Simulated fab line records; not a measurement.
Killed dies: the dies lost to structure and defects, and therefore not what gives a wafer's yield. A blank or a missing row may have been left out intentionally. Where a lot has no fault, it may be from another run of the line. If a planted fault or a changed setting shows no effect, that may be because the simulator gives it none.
The tool behind it: which one?    flow nand harc    7 lots with 21 wafers sampled at 2 steps, on a route of 1302 steps

WHAT THE GAUGES SHOWED, per wafer
NHARC_A_ONON_D1_THK_MEAS_24: measures by ellipsometry.
lot   measured      on             thk nm (nm)
L452  day 9 04:57   film metro-02  1016 1015 1016
L457  day 11 00:49  film metro-02  978 975 978
L459  day 12 05:01  film metro-02  1001 999 1001
L460  day 12 17:31  film metro-02  1003 1002 1001
L464  day 14 08:13  film metro-01  995 993 992
L467  day 15 05:41  film metro-02  1004 1005 1003
L473  day 18 04:46  film metro-02  990 991 991

TOOL THAT RAN EACH LOT (tool first, then ch and the chambers of the sampled wafers, then the start)
lot   NHARC_A_ZERO_WELL_RTA_16
L452  rtp anneal-01 ch 0, day 7 18:16
L457  rtp anneal-01 ch 0, day 9 18:51
L459  rtp anneal-02 ch 0, day 10 18:00
L460  rtp anneal-02 ch 0, day 11 07:44
L464  rtp anneal-02 ch 0, day 12 22:43
L467  rtp anneal-02 ch 0, day 13 22:11
L473  rtp anneal-02 ch 0, day 16 16:47
- NHARC_A_ZERO_WELL_RTA_16: time 10 s.

THE ANSWER, worked out from the rows above alone
Rule: the lots themselves supply what counts as usual. Put in order of their means at a reading, lots are off if they are a third of the lots or fewer, leave a main group of 4 or more, and stand apart from it by a gap of 3 or more times the standard deviation of the main group's means; of several such gaps the widest counts. A main group whose means are all the same, to the digits that the tables above print for the reading, isn't used. Also off: a lot with no number at a reading for which 4 or more lots have one. Where the step has rows for the other lots, those lots are counted as sound.
No lot is off at any reading shown: from this, nothing can be told.

WHAT THE SIMULATOR HAD INSERTED
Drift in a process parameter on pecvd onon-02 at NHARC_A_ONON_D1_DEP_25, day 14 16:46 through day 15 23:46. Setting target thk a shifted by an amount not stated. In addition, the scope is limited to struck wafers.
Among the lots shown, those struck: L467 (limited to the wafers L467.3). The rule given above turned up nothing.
